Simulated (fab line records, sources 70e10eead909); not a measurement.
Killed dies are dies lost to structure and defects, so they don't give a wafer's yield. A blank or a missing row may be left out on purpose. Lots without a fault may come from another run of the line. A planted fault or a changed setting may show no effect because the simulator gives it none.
A struck lot beside a sound one | flow nand_harc | 15 steps out of a route of 1159
Sound: wafers L244.2, L244.5, L244.6. Struck: wafer L262.2. (L262.3, L262.4 of the same lot were not struck and are left out.) The cause comes at the end.
At each step with rows: each side's tool, then ch and its chambers, then its first start. Under that, the readings that differ: sound wafers | struck wafers | difference of the means | sigmas: that difference in standard deviations of wafers without a fault.
alike: readings whose means differ by less than 2 such deviations, and words and numbers that are the same on both sides. not compared: withheld readings, readings that some wafer has no value for, bounds like >300 that may hide the same value, and numbers for which the record gives no deviation and whose values overlap.
The two part at a step that has a row with sigmas, a row that says differs or no value, or rows on one side only. Numbers that don't overlap but have no deviation are shown without sigmas and don't part them. A reading that every wafer of one side lacks parts them only if that side has two wafers or more.

first, 1 step without rows for these wafers: NHARC_A_ONON_D1_DEP_06 (target thk 1000 nm).
NHARC_A_ONON_D1_THK_MEAS_08: measures by ellipsometry.
  sound on film_metro-01, day 8 01:34; struck on film_metro-02, day 12 10:07
  alike: thk_nm
then, 1 step without rows for these wafers: NHARC_A_ONON_D1_DEP_09 (target thk 1000 nm).
NHARC_A_ONON_D1_THK_MEAS_11: measures by ellipsometry.
  sound on film_metro-02, day 8 02:09; struck on film_metro-01, day 12 10:41
  alike: thk_nm
then, 1 step without rows for these wafers: NHARC_A_ONON_D1_DEP_12 (target thk 1000 nm).
NHARC_A_ONON_D1_THK_MEAS_14: measures by ellipsometry.
  sound on film_metro-02, day 8 02:43; struck on film_metro-01, day 12 11:15
  alike: thk_nm
then, 2 steps without rows for these wafers: NHARC_A_ONON_D1_ANNEAL_15 (time 3600 s); NHARC_A_ONON_D1_DEP_16 (target thk 1000 nm).
NHARC_A_ONON_D1_THK_MEAS_18: measures by ellipsometry.
  sound on film_metro-02, day 8 09:53; struck on film_metro-01, day 12 20:37
  reading     | sound       | struck | difference | sigmas
  thk_nm (nm) | 992 992 993 | 973    | -19        | -2
then, 1 step without rows for these wafers: NHARC_A_ONON_D1_DEP_19 (target thk 1000 nm).
NHARC_A_ONON_D1_THK_MEAS_21: measures by ellipsometry.
  sound on film_metro-02, day 8 10:47; struck on film_metro-02, day 12 21:11
  alike: thk_nm
NHARC_A_ONON_D1_DEP_22: target thk 1000 nm.
  sound on pecvd_onon-02 ch 0, day 8 10:53; struck on pecvd_onon-02 ch 0, day 12 21:17
NHARC_A_ONON_D1_THK_MEAS_24: measures by ellipsometry.
  sound on film_metro-01, day 8 11:21; struck on film_metro-02, day 12 21:44
  reading     | sound       | struck | difference | sigmas
  thk_nm (nm) | 979 979 978 | 671    | -308       | -28
then, 1 step without rows for these wafers: NHARC_A_ONON_D1_DEP_25 (target thk 1000 nm).
-- the record jumps here: 14 days lie between the struck wafers' starts before and after (it left off in module A_ONON_D1 and takes up again in module END, whose first step shown is number 1159 of the route) --
NHARC_END_SORT_01:
  the record has rows for the struck wafers here (prober-02 ch 0, day 26 22:29) and none for the sound ones

WHERE THEY PART
First at NHARC_A_ONON_D1_THK_MEAS_18; last, within this record, at NHARC_END_SORT_01.

WHY: what the simulator had put in
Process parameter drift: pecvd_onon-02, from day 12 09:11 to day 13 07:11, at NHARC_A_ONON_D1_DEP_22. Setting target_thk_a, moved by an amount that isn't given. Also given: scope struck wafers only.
